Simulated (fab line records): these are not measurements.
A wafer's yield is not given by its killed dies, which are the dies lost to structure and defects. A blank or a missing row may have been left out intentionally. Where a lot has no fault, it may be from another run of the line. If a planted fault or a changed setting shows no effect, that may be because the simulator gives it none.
Which tool is to blame?	flow nand_harc	Sampling: 24 lots, 72 wafers, 6 of 1302 route steps

== WHAT THE GAUGES SHOWED, per wafer ==
No reading from a measuring or inspecting step in the record can be judged against a usual standard deviation.

== WHAT TOOL EACH LOT RAN ON (gives the tool, then ch and the chambers of the sampled wafers, and finally the start) ==
lot	NHARC_A_CHANNEL_HOLE_D1_ETCH_26	NHARC_A_CHANNEL_FILL_D2_ALD_25	NHARC_A_STAIRCASE_ETCH_17	NHARC_A_STAIRCASE_ETCH_23	NHARC_A_STAIRCASE_ETCH_194	NHARC_A_STAIRCASE_TRIM_198
L074	har_etch-02 ch 0,1, day 8 22:44	ald_hk-01 ch 0,1,3, day 15 11:23	rie_diel-07 ch 0,1, day 16 02:20 or earlier	rie_diel-03 ch 1,2,3, day 16 02:20	rie_diel-10 ch 0,1, no start	rie_diel-07 ch 0,2,3, no start
L075	har_etch-01 ch 0,1, day 9 05:52	ald_hk-01 ch 1,2,3, day 15 23:15	rie_diel-10 ch 1,2,3, no start	rie_diel-10 ch 0,1,2, no start	rie_diel-07 ch 0,3, no start	rie_diel-03 ch 0,2, no start
L076	har_etch-02 ch 0, day 9 22:35	ald_hk-04 ch 1,2, day 16 13:19	rie_diel-07 ch 0,1,2, no start	rie_diel-10 ch 0,3, no start	rie_diel-03 ch 0,1,3, no start	rie_diel-03 ch 0,2,3, no start
L077	har_etch-01 ch 0,1, day 10 01:18	ald_hk-01 ch 0,3, day 17 00:49	rie_diel-03 ch 1,2,3, no start	rie_diel-03 ch 1,2, no start	rie_diel-03 ch 0,1,2, no start	rie_diel-03 ch 0,1,3, no start
L078	har_etch-01 ch 0,1, day 10 14:25	ald_hk-02 ch 1,2,3, day 16 21:48	rie_diel-07 ch 1,2,3, no start	rie_diel-07 ch 1,3, no start	rie_diel-03 ch 0,2,3, no start	rie_diel-10 ch 0,1,3, no start
L079	har_etch-02 ch 0, day 10 19:45	ald_hk-04 ch 0,1,3, day 17 11:10	rie_diel-03 ch 1,2, no start	rie_diel-10 ch 0,1,2, no start	rie_diel-10 ch 0,2,3, no start	rie_diel-07 ch 0,1,3, no start
L080	har_etch-01 ch 0,1, day 11 10:38	ald_hk-04 ch 1,2, day 17 17:15	rie_diel-07 ch 0,1,2, no start	rie_diel-03 ch 0,2,3, no start	rie_diel-07 ch 0,2,3, no start	rie_diel-07 ch 1,2,3, no start
L082	har_etch-01 ch 0,1, day 11 22:17	ald_hk-02 ch 0,1,3, day 18 03:51	rie_diel-07 ch 0,1,2, no start	rie_diel-03 ch 0,1,2, no start	rie_diel-10 ch 0,1,2, no start	rie_diel-10 ch 1,2,3, no start
L081	har_etch-02 ch 0,1, day 12 00:13	ald_hk-01 ch 0,1,3, day 18 04:28	rie_diel-03 ch 2,3, no start	rie_diel-10 ch 1,3, no start	rie_diel-07 ch 0,2,3, no start	rie_diel-03 ch 0,2, no start
L083	har_etch-02 ch 0,1, day 12 11:59	ald_hk-04 ch 0,3, day 19 00:06	rie_diel-07 ch 2,3, no start	rie_diel-07 ch 0,1, no start	rie_diel-07 ch 0,2,3, no start	rie_diel-03 ch 1,2,3, no start
L084	har_etch-01 ch 0,1, day 12 15:14	ald_hk-01 ch 0,1,2, day 18 20:23	rie_diel-03 ch 0,2,3, no start	rie_diel-10 ch 1,2,3, no start	rie_diel-10 ch 2,3, no start	rie_diel-03 ch 0,1, no start
L087	har_etch-02 ch 0,1, day 13 14:31	ald_hk-02 ch 0,1,2, day 19 21:11	rie_diel-03 ch 1,2,3, no start	rie_diel-03 ch 0,1, no start	rie_diel-10 ch 0,2,3, no start	rie_diel-10 ch 0,1,3, no start
L085	har_etch-01 ch 0,1, day 13 16:15	ald_hk-01 ch 2,3, day 19 21:49	rie_diel-03 ch 1,2,3, no start	rie_diel-03 ch 0,2,3, no start	rie_diel-10 ch 1,3, no start	rie_diel-03 ch 0,1,3, no start
L086	har_etch-02 ch 0, day 13 22:52	ald_hk-01 ch 2,3, day 20 05:29	rie_diel-10 ch 1,3, no start	rie_diel-10 ch 1,2, no start	rie_diel-07 ch 1,3, no start	rie_diel-07 ch 1,2, no start
L089	har_etch-01 ch 0,1, day 14 16:17	ald_hk-01 ch 0,2,3, day 20 19:36	rie_diel-07 ch 0,2,3, no start	rie_diel-03 ch 1,2,3, no start	rie_diel-03 ch 0,2,3, no start	rie_diel-03 ch 0,1,2, no start
L088	har_etch-02 ch 0,1, day 14 18:17	ald_hk-02 ch 1,2,3, day 20 18:59	rie_diel-03 ch 0,1, no start	rie_diel-07 ch 0,2,3, no start	rie_diel-10 ch 0,1,3, no start	rie_diel-10 ch 0,2,3, no start
L090	har_etch-02 ch 0,1, day 15 10:31	ald_hk-04 ch 0,1,3, day 21 15:06	rie_diel-03 ch 2,3, no start	rie_diel-10 ch 1,2,3, no start	rie_diel-10 ch 1,3, no start	rie_diel-07 ch 1,3, no start
L091	har_etch-01 ch 0,1, day 15 22:11	ald_hk-01 ch 0,1,3, day 22 02:05	rie_diel-10 ch 0,1, no start	rie_diel-10 ch 0,3, no start	rie_diel-07 ch 0,1,3, no start	rie_diel-07 ch 2,3, no start
L092	har_etch-02 ch 0, day 16 00:39	ald_hk-04 ch 2,3, day 22 01:27	rie_diel-07 ch 1,2, no start	rie_diel-07 ch 0,2, no start	rie_diel-10 ch 1,2, no start	rie_diel-10 ch 0,1,2, no start
L093	har_etch-01 ch 0,1, day 17 00:15	ald_hk-04 ch 0,1,2, day 23 07:16	rie_diel-10 ch 0,2,3, no start	rie_diel-07 ch 0,1, no start	rie_diel-03 ch 0,1,3, no start	rie_diel-07 ch 0,3, no start
L095	har_etch-01 ch 0,1, day 17 12:47	ald_hk-02 ch 1,2, day 23 17:20	rie_diel-07 ch 0,1, no start	rie_diel-03 ch 1,2,3, no start	rie_diel-07 ch 0,1,2, no start	rie_diel-07 ch 0,1, no start
L094	har_etch-02 ch 0,1, day 17 13:48	ald_hk-04 ch 0,1,2, day 23 18:31	rie_diel-07 ch 0,1,2, no start	rie_diel-07 ch 1,2, no start	rie_diel-10 ch 1,2,3, no start	rie_diel-10 ch 0,2,3, no start
L097	har_etch-02 ch 0, day 17 22:38	ald_hk-04 ch 1,2,3, day 24 09:35	rie_diel-10 ch 1,2,3, no start	rie_diel-10 ch 0,2,3, no start	rie_diel-10 ch 1,2, no start	rie_diel-10 ch 0,1,3, no start
L096	har_etch-01 ch 1, day 18 00:32	ald_hk-04 ch 0,2,3, day 24 02:43	rie_diel-03 ch 0,3, no start	rie_diel-07 ch 0,1,3, no start	rie_diel-03 ch 0,1,3, no start	rie_diel-03 ch 0,1, no start
- NHARC_A_CHANNEL_HOLE_D1_ETCH_26: etches the open film in C4F8/O2/Ar, time 224.1 s, target depth 300 nm.
- NHARC_A_CHANNEL_FILL_D2_ALD_25: deposits SiOx, target thk 60 nm, pulse time 10 s, ald cycles 600.
- NHARC_A_STAIRCASE_ETCH_17: etches the open film in C4F8/O2, target depth 100 nm, time 40.5 s.
- NHARC_A_STAIRCASE_ETCH_23: etches the open film in C4F8/O2, target depth 100 nm, time 40.5 s.
- NHARC_A_STAIRCASE_ETCH_194: etches the open film in C4F8/O2, target depth 100 nm, time 40.5 s.
- NHARC_A_STAIRCASE_TRIM_198: chemistry O2, time 211.2 s.

== WHAT THE TOOLS THEMSELVES READ (means of the sampled wafers that have a number; where no wafer has one, the mark that the record gives instead) ==
NHARC_A_CHANNEL_HOLE_D1_ETCH_26. Usual: drypump_motor_current_A 5.83 A, standard deviation 0.18; showerhead_plenum_p_Torr 3.62 Torr, standard deviation 0.16; throttle_valve_pct 24.584 %, standard deviation 0.0083.
lot	tool	drypump_motor_current_A (A)	showerhead_plenum_p_Torr (Torr)	throttle_valve_pct (%)	flag
L074	har_etch-02	5.78	3.58	24.592	
L075	har_etch-01	5.78	3.61	24.584	
L076	har_etch-02	5.72	3.64	24.585	
L077	har_etch-01	5.78	3.60	24.582	
L078	har_etch-01	5.77	3.60	24.580	
L079	har_etch-02	5.71	3.63	24.585	
L080	har_etch-01	5.91	3.57	24.585	
L082	har_etch-01	5.91	3.56	24.585	
L081	har_etch-02	5.90	3.49	24.580	
L083	har_etch-02	5.81	3.56	24.594	
L084	har_etch-01	5.91	3.56	24.578	
L087	har_etch-02	5.88	3.48	24.587	
L085	har_etch-01	5.91	3.55	24.580	
L086	har_etch-02	5.67	3.61	24.582	
L089	har_etch-01	5.79	3.57	24.592	
L088	har_etch-02	5.80	3.73	24.587	
L090	har_etch-02	5.89	3.85	24.586	
L091	har_etch-01	5.92	3.53	24.588	
L092	har_etch-02	5.69	3.59	24.579	
L093	har_etch-01	5.77	3.55	24.588	
L095	har_etch-01	5.91	3.52	24.574	
L094	har_etch-02	5.90	3.98	24.583	
L097	har_etch-02	5.71	3.98	24.576	
L096	har_etch-01	5.64	3.56	24.586	

NHARC_A_CHANNEL_FILL_D2_ALD_25. Usual: heater_power_w 451 W, standard deviation 55; precursor_pulse_height_rel 1.001, standard deviation 0.018.
lot	tool	heater_power_w (W)	precursor_pulse_height_rel	flag
L074	ald_hk-01	409	0.994	
L075	ald_hk-01	399	1.004	
L076	ald_hk-04	509	0.995	
L077	ald_hk-01	420	1.011	
L078	ald_hk-02	472	0.985	
L079	ald_hk-04	480	0.984	
L080	ald_hk-04	497	1.016	
L082	ald_hk-02	457	0.973	
L081	ald_hk-01	410	1.003	
L083	ald_hk-04	505	1.008	
L084	ald_hk-01	410	1.013	
L087	ald_hk-02	450	1.017	
L085	ald_hk-01	399	1.011	
L086	ald_hk-01	396	0.973	
L089	ald_hk-01	407	1.009	
L088	ald_hk-02	469	0.985	
L090	ald_hk-04	478	1.013	
L091	ald_hk-01	405	0.990	
L092	ald_hk-04	483	1.003	
L093	ald_hk-04	508	1.006	
L095	ald_hk-02	502	1.002	
L094	ald_hk-04	508	1.001	
L097	ald_hk-04	473	1.000	
L096	ald_hk-04	502	1.010	

NHARC_A_STAIRCASE_ETCH_17. Usual: oes_product_au 0.944 a.u., standard deviation 0.01; rf_vpp_V 895 V, standard deviation 6.
lot	tool	oes_product_au (a.u.)	rf_vpp_V (V)	flag
L074	rie_diel-07	0.947	896	
L075	rie_diel-10	0.929	897	
L076	rie_diel-07	0.949	892	
L077	rie_diel-03	0.936	893	
L078	rie_diel-07	0.945	896	
L079	rie_diel-03	0.962	892	
L080	rie_diel-07	0.950	891	
L082	rie_diel-07	0.936	893	
L081	rie_diel-03	0.929	898	
L083	rie_diel-07	0.944	896	
L084	rie_diel-03	0.948	895	
L087	rie_diel-03	0.939	899	
L085	rie_diel-03	0.937	898	
L086	rie_diel-10	0.937	892	
L089	rie_diel-07	0.952	892	
L088	rie_diel-03	0.946	902	
L090	rie_diel-03	0.943	897	
L091	rie_diel-10	0.944	891	
L092	rie_diel-07	0.946	892	
L093	rie_diel-10	0.947	898	
L095	rie_diel-07	0.943	891	
L094	rie_diel-07	0.947	891	
L097	rie_diel-10	0.940	896	
L096	rie_diel-03	0.944	890	

NHARC_A_STAIRCASE_ETCH_23. Usual: oes_product_au 0.953 a.u., standard deviation 0.017; rf_vpp_V 895 V, standard deviation 5.8.
lot	tool	oes_product_au (a.u.)	rf_vpp_V (V)	flag
L074	rie_diel-03	1.002	894	
L075	rie_diel-10	0.945	898	
L076	rie_diel-10	0.953	897	
L077	rie_diel-03	0.921	897	
L078	rie_diel-07	0.945	900	
L079	rie_diel-10	0.955	897	
L080	rie_diel-03	0.942	894	
L082	rie_diel-03	0.957	893	
L081	rie_diel-10	0.945	893	
L083	rie_diel-07	0.940	896	
L084	rie_diel-10	0.954	898	
L087	rie_diel-03	0.953	896	
L085	rie_diel-03	0.948	894	
L086	rie_diel-10	0.933	900	
L089	rie_diel-03	0.957	898	
L088	rie_diel-07	0.952	892	
L090	rie_diel-10	0.963	896	
L091	rie_diel-10	0.939	896	
L092	rie_diel-07	0.951	888	
L093	rie_diel-07	0.971	895	
L095	rie_diel-03	0.958	898	
L094	rie_diel-07	0.959	894	
L097	rie_diel-10	0.944	900	
L096	rie_diel-07	0.964	895	

NHARC_A_STAIRCASE_ETCH_194. Usual: oes_product_au 0.944 a.u., standard deviation 0.01; rf_vpp_V 895 V, standard deviation 5.8.
lot	tool	oes_product_au (a.u.)	rf_vpp_V (V)	flag
L074	rie_diel-10	0.939	895	
L075	rie_diel-07	0.938	893	
L076	rie_diel-03	0.954	890	
L077	rie_diel-03	0.939	893	
L078	rie_diel-03	0.924	895	
L079	rie_diel-10	0.944	899	
L080	rie_diel-07	0.943	894	
L082	rie_diel-10	0.954	897	
L081	rie_diel-07	0.937	892	
L083	rie_diel-07	0.936	892	
L084	rie_diel-10	0.949	902	
L087	rie_diel-10	0.945	899	
L085	rie_diel-10	0.943	894	
L086	rie_diel-07	0.954	899	
L089	rie_diel-03	0.938	893	
L088	rie_diel-10	0.936	894	
L090	rie_diel-10	0.942	894	
L091	rie_diel-07	0.946	895	
L092	rie_diel-10	0.948	893	
L093	rie_diel-03	0.939	895	
L095	rie_diel-07	0.945	892	
L094	rie_diel-10	0.938	896	
L097	rie_diel-10	0.937	894	
L096	rie_diel-03	0.945	894	

NHARC_A_STAIRCASE_TRIM_198. Usual: drypump_motor_current_A 5.9 A, standard deviation 0.5; oes_product_au 1.001 a.u., standard deviation 0.0087; rf_vpp_V 57.6 V, standard deviation 0.91; showerhead_plenum_p_Torr 3.49 Torr, standard deviation 0.16; throttle_valve_pct 17.036 %, standard deviation 0.0097.
lot	tool	drypump_motor_current_A (A)	oes_product_au (a.u.)	rf_vpp_V (V)	showerhead_plenum_p_Torr (Torr)	throttle_valve_pct (%)	flag
L074	rie_diel-07	6.0	0.994	58.0	3.45	17.042	
L075	rie_diel-03	5.9	0.994	57.2	3.50	17.039	
L076	rie_diel-03	5.6	0.999	58.3	3.48	17.031	
L077	rie_diel-03	6.0	1.003	57.3	3.35	17.043	
L078	rie_diel-10	5.6	0.994	57.9	3.50	17.035	
L079	rie_diel-07	6.0	0.996	57.7	3.53	17.031	
L080	rie_diel-07	6.1	0.997	57.0	3.53	17.031	
L082	rie_diel-10	5.8	0.996	58.0	3.57	17.038	
L081	rie_diel-03	5.6	0.993	57.1	3.57	17.031	
L083	rie_diel-03	5.6	1.000	57.7	3.43	17.038	
L084	rie_diel-03	6.3	1.006	57.5	3.35	17.048	
L087	rie_diel-10	5.5	1.003	57.8	3.48	17.046	
L085	rie_diel-03	6.0	1.002	57.8	3.52	17.029	
L086	rie_diel-07	6.0	1.006	57.9	3.42	17.037	
L089	rie_diel-03	5.9	1.002	57.3	3.61	17.041	
L088	rie_diel-10	5.5	1.016	58.6	3.61	17.027	
L090	rie_diel-07	6.2	1.009	57.9	3.60	17.033	
L091	rie_diel-07	6.1	1.006	57.9	3.42	17.041	
L092	rie_diel-10	6.0	1.005	57.6	3.54	17.036	
L093	rie_diel-07	5.8	0.996	58.1	3.41	17.032	
L095	rie_diel-07	5.9	1.009	58.3	3.49	17.031	
L094	rie_diel-10	5.4	0.996	57.4	3.60	17.039	
L097	rie_diel-10	5.5	1.002	57.4	3.46	17.035	
L096	rie_diel-03	6.3	0.999	57.1	3.52	17.037	

== THE ANSWER, worked out from the rows above alone ==
Rule: lot off if the mean of its wafers having a number is beyond 3 standard deviations from the usual mean. Also off: a lot with no number at a reading for which 4 or more lots have one. All remaining lots with rows at the step are treated as sound. First the gauges in route order, then the tools' own readings, where a lot's mean is used as printed above. At the first step where some lot is off, the reading lying furthest off is the one used; lots without a number count as furthest.
None of the lots is off at any reading shown; this tells nothing.

== WHAT WAS PUT IN BY THE SIMULATOR ==
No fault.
